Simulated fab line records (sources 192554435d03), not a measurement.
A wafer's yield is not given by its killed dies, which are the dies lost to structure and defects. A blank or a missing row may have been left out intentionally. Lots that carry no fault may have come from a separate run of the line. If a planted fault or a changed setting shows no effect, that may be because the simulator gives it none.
Matching of chambers -- flow n5 finfet -- N5_BEOL_M4_ETCHBACK_99 on rie diel-01: 4 sister chambers
The step etches SiO2 in CHF3, target depth 5 nm, time 10.4 s. 16 wafers are shown with their chamber, then 8 later ones without.

## WAFERS WITH THEIR CHAMBER
wafer,chamber,drypump motor current A (A),rf vpp V (V),throttle valve pct (%)
L078.1,2,5.8,238,17.73
L078.5,3,5.5,247,17.04
L078.6,2,5.8,238,17.72
L077.3,3,5.5,247,17.03
L077.4,2,5.8,238,17.73
L077.6,3,5.5,247,17.03
L079.2,0,5.1,234,16.83
L079.4,3,5.5,248,17.03
L079.6,3,5.5,248,17.05
L081.1,1,5.6,247,17.31
L081.2,3,5.5,248,17.07
L081.5,0,5.1,232,16.84
L082.1,3,5.6,249,17.06
L082.3,1,5.6,247,17.34
L082.5,1,5.5,247,17.33
L087.1,2,5.8,242,17.36

SIGNATURES, as means of the wafers listed above
reading,chamber 0,chamber 1,chamber 2,chamber 3,scatter within a chamber
drypump motor current A,5.100,5.567,5.800,5.514,0.0356
rf vpp V,233.00,247.00,239.00,247.71,1.21
throttle valve pct,16.8350,17.3267,17.6350,17.0443,0.0926
Rule: a wafer lies at a distance from a chamber equal to the root of the sum of squares, over the readings, of (its reading less the chamber's mean, divided by the reading's scatter). If the next closest chamber is less than 2 further off than the closest, the wafer can't be placed; otherwise it belongs to the closest. The scatter: the root of (the sum of the squares of (reading less its chamber's mean) over the shown wafers, divided by (wafers less chambers)).

## WAFERS WITH NO CHAMBER GIVEN
wafer,drypump motor current A (A),rf vpp V (V),throttle valve pct (%)
L087.4,5.5,246,17.35
L087.5,5.5,247,17.08
L093.2,5.6,247,17.38
L093.4,5.1,232,16.88
L093.5,5.8,243,17.36
L097.1,5.8,243,17.40
L097.2,5.1,233,16.90
L097.6,5.1,233,16.91

## WHICH CHAMBER EACH WENT THROUGH
wafer,from the rows above,in truth
L087.4,can't be placed: 1 or 3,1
L087.5,3,3
L093.2,1,1
L093.4,0,0
L093.5,2,2
L097.1,2,2
L097.2,0,0
L097.6,0,0
Correct placement for 7 of the 8. Not placeable from these rows: 1 (in 1, the candidates include the true chamber). Number placed wrongly: 0.
